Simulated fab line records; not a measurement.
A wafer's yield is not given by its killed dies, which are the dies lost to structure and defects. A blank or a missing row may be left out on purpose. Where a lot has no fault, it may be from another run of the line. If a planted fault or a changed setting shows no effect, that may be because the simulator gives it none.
Matching of chambers | flow nand_harc | NHARC_A_CONTACT_ETCH_91 on rie_diel-04: 4 sister chambers
The step etches the open film in CH3F/O2, target depth 40 nm, time 85.7 s. 36 wafers are shown with their chamber, then 12 later ones without.

== EACH WAFER AND ITS CHAMBER ==
wafer  | chamber | drypump_motor_current_A (A) | showerhead_plenum_p_Torr (Torr) | rf_vpp_V (V)
L076.2 | 2       | 5.6                         | 2.56                            | 246.3
L076.5 | 3       | 4.8                         | 2.36                            | 242.7
L076.6 | 0       | 6.1                         | 2.33                            | 241.8
L075.2 | 1       | 6.2                         | 2.57                            | 246.8
L075.5 | 0       | 6.1                         | 2.33                            | 242.4
L075.6 | 3       | 4.8                         | 2.36                            | 244.6
L077.2 | 3       | 4.8                         | 2.36                            | 242.2
L077.4 | 2       | 5.6                         | 2.56                            | 245.7
L077.6 | 1       | 6.2                         | 2.57                            | 245.8
L078.3 | 3       | 4.8                         | 2.36                            | 242.4
L078.4 | 2       | 5.7                         | 2.56                            | 246.7
L078.6 | 3       | 4.8                         | 2.36                            | 244.0
L079.1 | 0       | 6.1                         | 2.33                            | 244.6
L079.2 | 3       | 4.8                         | 2.36                            | 242.3
L079.3 | 1       | 6.2                         | 2.57                            | 246.1
L080.1 | 3       | 4.8                         | 2.35                            | 242.0
L080.3 | 0       | 6.1                         | 2.32                            | 242.4
L080.5 | 1       | 6.2                         | 2.56                            | 246.1
L083.2 | 2       | 5.6                         | 2.56                            | 246.3
L083.4 | 3       | 4.8                         | 2.35                            | 242.3
L083.5 | 3       | 4.8                         | 2.35                            | 242.2
L086.1 | 3       | 4.8                         | 2.35                            | 243.5
L086.3 | 0       | 6.1                         | 2.32                            | 242.2
L086.4 | 1       | 6.2                         | 2.56                            | 245.9
L085.1 | 0       | 6.1                         | 2.32                            | 241.7
L085.2 | 1       | 6.2                         | 2.56                            | 246.0
L085.4 | 3       | 4.8                         | 2.35                            | 242.7
L089.1 | 1       | 6.2                         | 2.56                            | 246.2
L089.3 | 0       | 6.1                         | 2.32                            | 244.0
L089.6 | 3       | 4.8                         | 2.35                            | 241.1
L088.1 | 3       | 4.8                         | 2.35                            | 243.1
L088.2 | 2       | 5.6                         | 2.55                            | 244.7
L088.5 | 1       | 6.2                         | 2.56                            | 246.3
L090.2 | 2       | 5.6                         | 2.55                            | 246.6
L090.3 | 3       | 4.8                         | 2.35                            | 241.8
L090.6 | 3       | 4.8                         | 2.35                            | 241.5

SIGNATURES, as means of the wafers listed above
reading                  | chamber 0 | chamber 1 | chamber 2 | chamber 3 | scatter within a chamber
drypump_motor_current_A  | 6.100     | 6.200     | 5.617     | 4.800     | 0.0161
showerhead_plenum_p_Torr | 2.3243    | 2.5637    | 2.5567    | 2.3540    | 0.00516
rf_vpp_V                 | 242.729   | 246.150   | 246.050   | 242.560   | 0.848
Rule: for a wafer and a chamber, the distance is found by dividing, reading by reading, the gap between the wafer's reading and the chamber's mean by the reading's scatter, squaring, summing and taking the root. The wafer belongs to the nearest chamber; if the next one is less than 2 further off, it can't be placed. The scatter: the root of (the sum of the squares of (reading less its chamber's mean) over the shown wafers, divided by (wafers less chambers)).

== WAFERS WHOSE CHAMBER IS MISSING ==
wafer  | drypump_motor_current_A (A) | showerhead_plenum_p_Torr (Torr) | rf_vpp_V (V)
L091.1 | 4.8                         | 2.35                            | 242.3
L091.2 | 6.2                         | 2.56                            | 245.5
L091.3 | 5.6                         | 2.55                            | 245.6
L095.3 | 6.2                         | 2.55                            | 245.8
L095.5 | 6.1                         | 2.32                            | 242.8
L095.6 | 4.8                         | 2.35                            | 242.7
L096.2 | 5.6                         | 2.55                            | 245.4
L096.3 | 6.1                         | 2.32                            | 241.8
L096.4 | 4.8                         | 2.35                            | 243.1
L097.1 | 4.8                         | 2.34                            | 243.6
L097.2 | 5.6                         | 2.55                            | 246.7
L097.5 | 5.7                         | 2.55                            | 246.2

== CHAMBER TAKEN BY EACH ==
wafer  | from the rows above | in truth
L091.1 | 3                   | 3
L091.2 | 1                   | 1
L091.3 | 2                   | 2
L095.3 | 1                   | 1
L095.5 | 0                   | 0
L095.6 | 3                   | 3
L096.2 | 2                   | 2
L096.3 | 0                   | 0
L096.4 | 3                   | 3
L097.1 | 3                   | 3
L097.2 | 2                   | 2
L097.5 | 2                   | 2
Correctly placed: 12 of 12. From these rows, 0 cannot be placed. Placed wrongly: 0.
